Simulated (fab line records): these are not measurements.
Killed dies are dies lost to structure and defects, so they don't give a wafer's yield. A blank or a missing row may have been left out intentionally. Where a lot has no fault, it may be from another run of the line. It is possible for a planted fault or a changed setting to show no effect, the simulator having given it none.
Which tool was responsible? + flow n5_finfet + 10 lots, 28 wafers sampled, at 7 steps of a route of 1938

== WHAT THE GAUGES SHOWED, per wafer ==
N5_SD_EPI_N_OVL_MEAS_10.
| lot  | measured    | on         | SD_N_BLK_OVL (nm) |
|------|-------------|------------|-------------------|
| L267 | day 3 00:46 | overlay-02 | 1.4 -0.2          |
| L268 | day 3 09:05 | overlay-02 | 0.8 2.1 1.4       |
| L270 | day 3 17:40 | overlay-02 | 1.0 0.2 1.2       |
| L273 | day 4 11:47 | overlay-01 | 0.8 0.2 0.7       |
| L274 | day 4 19:21 | overlay-01 | 0.2 0.6 -0.6      |
| L277 | day 5 14:38 | overlay-01 | 0.0 0.7 0.3       |
| L278 | day 5 17:22 | overlay-02 | 0.1 0.5 0.2       |
| L279 | day 6 03:54 | overlay-01 | 0.9 1.7           |
| L289 | day 8 16:26 | overlay-02 | -0.9 0.8 -0.1     |
| L290 | day 8 21:24 | overlay-01 | 0.2 0.7 1.5       |

N5_SD_EPI_N_EPI_MEAS_23.
| lot  | measured    | on            | thk_nm (nm)    |
|------|-------------|---------------|----------------|
| L267 | day 3 04:13 | film_metro-01 | 61.3 59.9      |
| L268 | day 3 12:31 | film_metro-01 | 58.9 60.1 61.1 |
| L270 | day 3 21:52 | film_metro-02 | 57.9 59.6 60.1 |
| L273 | day 4 16:58 | film_metro-01 | 58.4 60.9 59.3 |
| L274 | day 4 22:48 | film_metro-01 | 59.1 57.3 59.3 |
| L277 | day 5 18:06 | film_metro-01 | 59.2 58.2 60.3 |
| L278 | day 5 21:02 | film_metro-01 | 60.0 59.6 58.9 |
| L279 | day 6 07:22 | film_metro-01 | 59.7 58.3      |
| L289 | day 8 20:08 | film_metro-01 | 43.9 59.9 60.7 |
| L290 | day 9 00:51 | film_metro-01 | 42.8 43.9 60.4 |

N5_SD_ACTIVATION_RS_MEAS_03: measures by four-point-probe.
| lot  | measured    | on            | RS_SD_N (ohm/sq)  | RS_SD_P (ohm/sq) |
|------|-------------|---------------|-------------------|------------------|
| L267 | day 3 10:23 | film_metro-01 | 21.37 21.66       | 55.4 55.3        |
| L268 | day 3 18:40 | film_metro-02 | 22.14 21.55 21.47 | 57.5 57.7 57.1   |
| L270 | day 4 04:01 | film_metro-01 | 22.04 21.70 21.69 | 55.0 56.3 56.3   |
| L273 | day 4 22:47 | film_metro-02 | 21.72 21.46 21.71 | 54.7 55.2 54.6   |
| L274 | day 5 04:10 | film_metro-01 | 21.52 21.55 21.32 | 55.2 55.6 55.1   |
| L277 | day 5 23:38 | film_metro-01 | 21.65 21.64 21.56 | 57.1 56.4 56.0   |
| L278 | day 6 02:13 | film_metro-01 | 21.91 22.00 22.18 | 56.4 57.1 56.9   |
| L279 | day 6 12:38 | film_metro-02 | 21.89 22.26       | 55.1 55.6        |
| L289 | day 9 03:08 | film_metro-01 | 30.15 21.99 22.13 | 55.6 55.3 54.6   |
| L290 | day 9 06:08 | film_metro-01 | 29.93 29.89 21.49 | 57.5 56.4 57.4   |

N5_BEOL_M4_RC_MEAS_101.
| lot  | measured     | on        | DIBL_N (mV/V)  | DIBL_P (mV/V)  | IOFF_N (nA/um) | IOFF_P (nA/um) | ION_N (uA/um) | ION_P (uA/um) | REXT_N (ohm.um) | RS_SD_N (ohm/sq) | SS_N (mV/dec)  | SS_P (mV/dec)  | VT_N (mV)   | VT_P (mV)            |
|------|--------------|-----------|----------------|----------------|----------------|----------------|---------------|---------------|-----------------|------------------|----------------|----------------|-------------|----------------------|
| L267 | day 7 18:09  | prober-01 | 35.5 33.2      | 36.4 33.5      | 0.16 0.11      | 0.26 0.20      | 669 649       | 475 462       | 75.7 76.8       | 28.2 28.1        | 72.2 71.1      | 73.6 72.7      | 251 257     | -243.3 -247.6        |
| L268 | day 8 10:25  | prober-02 | 38.3 35.3 35.2 | 39.1 35.5 36.0 | 0.24 0.16 0.16 | 0.29 0.22 0.23 | 711 670 671   | 482 465 465   | 75.3 76.7 78.1  | 28.4 27.9 27.6   | 71.9 71.7 71.8 | 73.6 71.8 72.8 | 241 249 245 | -245.8 -248.4 -249.0 |
| L270 | day 8 13:13  | prober-02 | 33.3 36.9 33.6 | 30.4 35.9 30.2 | 0.09 0.14 0.09 | 0.15 0.21 0.14 | 643 684 642   | 452 470 443   | 77.0 77.3 76.8  | 28.8 28.5 28.4   | 70.6 71.0 70.6 | 72.3 72.7 71.8 | 257 250 258 | -252.8 -250.1 -255.9 |
| L273 | day 9 06:28  | prober-01 | 34.8 34.5 38.4 | 35.2 35.1 40.7 | 0.14 0.13 0.21 | 0.18 0.17 0.27 | 687 670 687   | 470 459 472   | 72.7 74.7 75.3  | 28.4 27.9 27.8   | 71.5 71.3 72.4 | 72.7 73.1 74.3 | 251 251 244 | -250.1 -251.9 -245.6 |
| L274 | day 9 07:47  | prober-02 | 32.3 34.5 37.8 | 30.4 33.9 38.5 | 0.09 0.12 0.17 | 0.14 0.18 0.25 | 653 666 672   | 459 465 467   | 74.2 76.4 77.0  | 28.0 28.2 28.0   | 70.1 71.4 71.9 | 71.2 73.0 73.8 | 257 251 248 | -253.7 -250.1 -247.8 |
| L277 | day 10 22:55 | prober-02 | 34.5 36.6 36.0 | 33.9 35.8 35.6 | 0.13 0.16 0.16 | 0.19 0.22 0.21 | 677 685 683   | 467 462 465   | 74.6 74.2 74.9  | 27.7 28.4 28.2   | 71.6 72.0 71.9 | 73.5 73.9 73.1 | 249 246 247 | -249.3 -250.9 -249.6 |
| L278 | day 11 15:52 | prober-01 | 34.2 35.7 39.3 | 32.9 34.2 38.5 | 0.12 0.14 0.20 | 0.19 0.20 0.28 | 666 675 667   | 463 466 456   | 75.2 74.6 74.8  | 28.2 28.4 28.8   | 70.9 71.2 73.3 | 72.2 73.9 73.9 | 253 252 247 | -250.1 -249.2 -248.1 |
| L279 | day 11 16:26 | prober-02 | 38.8 38.7      | 41.2 39.1      | 0.25 0.23      | 0.32 0.27      | 705 697       | 485 474       | 72.5 72.4       | 28.6 28.7        | 72.3 72.0      | 73.9 73.4      | 243 244     | -243.5 -249.4        |
| L289 | day 14 13:26 | prober-01 | 40.5 36.3 37.8 | 41.0 37.9 38.1 | 0.23 0.17 0.21 | 0.31 0.25 0.24 | 685 687 689   | 476 474 460   | 87.0 78.9 77.0  | 39.1 28.3 28.5   | 72.4 71.1 72.4 | 74.4 74.2 74.1 | 244 246 244 | -245.9 -244.9 -248.1 |
| L290 | day 14 01:16 | prober-02 | 34.9 37.5 32.6 | 34.1 37.5 32.2 | 0.12 0.15 0.11 | 0.18 0.23 0.16 | 660 656 674   | 466 468 474   | 85.6 84.8 73.4  | 38.9 38.4 28.2   | 70.1 71.6 70.5 | 73.3 74.1 72.4 | 253 253 252 | -251.3 -249.1 -252.8 |

== WHICH TOOL RAN EACH LOT (tool, then ch and the chambers of the sampled wafers, then the start) ==
| lot  | N5_DUMMY_GATE_STRIP_48            | N5_SPACER0_ALD_08                | N5_SD_EPI_N_EPI_21             |
|------|-----------------------------------|----------------------------------|--------------------------------|
| L267 | rie_diel-03 ch 0,1, day 2 23:32   | ald_sin-03 ch 0,2, day 3 00:11   | epi_rpcvd-02 ch 0, day 3 03:20 |
| L268 | rie_diel-02 ch 0,2,3, day 3 07:52 | ald_sin-03 ch 0,1,2, day 3 08:29 | epi_rpcvd-03 ch 0, day 3 10:49 |
| L270 | rie_diel-03 ch 0,3, day 3 16:34   | ald_sin-03 ch 0,2,3, day 3 17:13 | epi_rpcvd-01 ch 0, day 3 19:57 |
| L273 | rie_diel-02 ch 0,2,3, day 4 10:32 | ald_sin-02 ch 0,1,2, day 4 11:13 | epi_rpcvd-01 ch 0, day 4 13:57 |
| L274 | rie_diel-01 ch 0,1,2, day 4 18:15 | ald_sin-04 ch 0,2,3, day 4 18:53 | epi_rpcvd-01 ch 0, day 4 21:22 |
| L277 | rie_diel-01 ch 2,3, day 5 13:29   | ald_sin-03 ch 1,2,3, day 5 14:10 | epi_rpcvd-03 ch 0, day 5 16:40 |
| L278 | rie_diel-03 ch 2,3, day 5 16:08   | ald_sin-02 ch 0,1,2, day 5 16:47 | epi_rpcvd-02 ch 0, day 5 19:20 |
| L279 | rie_diel-01 ch 0, day 6 02:41     | ald_sin-03 ch 2,3, day 6 03:19   | epi_rpcvd-01 ch 0, day 6 05:55 |
| L289 | rie_diel-01 ch 0,3, day 8 14:49   | ald_sin-04 ch 1,2, day 8 15:51   | epi_rpcvd-01 ch 0, day 8 19:16 |
| L290 | rie_diel-02 ch 0,1, day 8 18:31   | ald_sin-02 ch 1,2, day 8 20:49   | epi_rpcvd-01 ch 0, day 8 23:25 |
- N5_DUMMY_GATE_STRIP_48: strips in N2/H2, time 20 s.
- N5_SPACER0_ALD_08: deposits SiNx, target thk 2 nm.
- N5_SD_EPI_N_EPI_21: deposits Si:P, time 690 s.

== AS READ BY THE TOOLS THEMSELVES (means over the sampled wafers that have a number; for cases with no such wafer, the mark the record gives instead) ==
N5_DUMMY_GATE_STRIP_48.
| lot  | tool        | drypump_motor_current_A (A) | n2_flow_sccm (sccm) | oes_product_au (a.u.) | rf_vpp_V (V) | showerhead_plenum_p_Torr (Torr) | temp_c (C) | throttle_valve_pct (%) |
|------|-------------|-----------------------------|---------------------|-----------------------|--------------|---------------------------------|------------|------------------------|
| L267 | rie_diel-03 | 5.6                         | 300.1               | 0.77                  | 44.7         | 3.37                            | 40.03      | 12.14                  |
| L268 | rie_diel-02 | 6.1                         | 299.5               | 0.81                  | 45.5         | 3.31                            | 40.01      | 12.10                  |
| L270 | rie_diel-03 | 6.1                         | 300.2               | 0.76                  | 45.9         | 3.46                            | 39.99      | 12.18                  |
| L273 | rie_diel-02 | 6.1                         | 300.0               | 0.80                  | 45.6         | 3.30                            | 40.04      | 12.12                  |
| L274 | rie_diel-01 | 6.1                         | 300.1               | 0.81                  | 45.4         | 3.41                            | 40.09      | 12.19                  |
| L277 | rie_diel-01 | 6.0                         | 301.0               | 0.73                  | 46.3         | 3.45                            | 39.95      | 12.37                  |
| L278 | rie_diel-03 | 6.5                         | 300.2               | 0.72                  | 45.6         | 3.44                            | 40.06      | 12.32                  |
| L279 | rie_diel-01 | 6.2                         | 299.8               | 0.69                  | 45.0         | 3.42                            | 39.89      | 12.30                  |
| L289 | rie_diel-01 | 6.0                         | 299.6               | 0.80                  | 45.0         | 3.37                            | 39.99      | 12.22                  |
| L290 | rie_diel-02 | 6.4                         | 300.0               | 0.84                  | 45.4         | 3.36                            | 40.05      | 11.95                  |

N5_SPACER0_ALD_08.
| lot  | tool       | heater_power_w (W) |
|------|------------|--------------------|
| L267 | ald_sin-03 | 865                |
| L268 | ald_sin-03 | 888                |
| L270 | ald_sin-03 | 880                |
| L273 | ald_sin-02 | 788                |
| L274 | ald_sin-04 | 868                |
| L277 | ald_sin-03 | 883                |
| L278 | ald_sin-02 | 786                |
| L279 | ald_sin-03 | 861                |
| L289 | ald_sin-04 | 865                |
| L290 | ald_sin-02 | 808                |

== THE ANSWER, worked out from the rows above alone ==
Rule: what is usual is taken from the lots themselves. The widest of any qualifying gaps counts: lots, ordered by their means at a reading, are off when they make up no more than a third of the lots, leave a main group of 4 or more, and stand apart from it by 3 or more times the standard deviation of that group's means. The tables above print the reading to a certain number of digits; a main group whose means all agree to those digits is not used. Also off: a lot with no number at a reading for which 4 or more lots have one. Any other lot the step has rows for is counted as sound. Order of review: gauges by route order, followed by the tools' own readings, for which a lot's mean as printed above is used. The first step at which some lot is off is used, and at that step the reading that is off furthest; a lot without a number counts as furthest.
Off, at N5_SD_EPI_N_EPI_MEAS_23 on thk_nm: L289, L290. Mean 59.5 nm and standard deviation 0.59 in the main group.
If a tool, at a process step before that reading, ran all the lots that are off and no sound lot after the first of them, it fits. The gauges at N5_SD_EPI_N_EPI_MEAS_23 aren't tried: what is off there is off at N5_BEOL_M4_RC_MEAS_101 too, on other tools, and a gauge's error can't cause that. One candidate fits, namely epi_rpcvd-01 at N5_SD_EPI_N_EPI_21. A fault onset in the window from L279 (day 6 05:55, its last sound lot) to L289 (day 8 19:16, its first lot off) fits.

== WHAT HAD BEEN PUT IN BY THE SIMULATOR ==
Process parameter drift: epi_rpcvd-01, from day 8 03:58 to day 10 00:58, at N5_SD_EPI_N_EPI_21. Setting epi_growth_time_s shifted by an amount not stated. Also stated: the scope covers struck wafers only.
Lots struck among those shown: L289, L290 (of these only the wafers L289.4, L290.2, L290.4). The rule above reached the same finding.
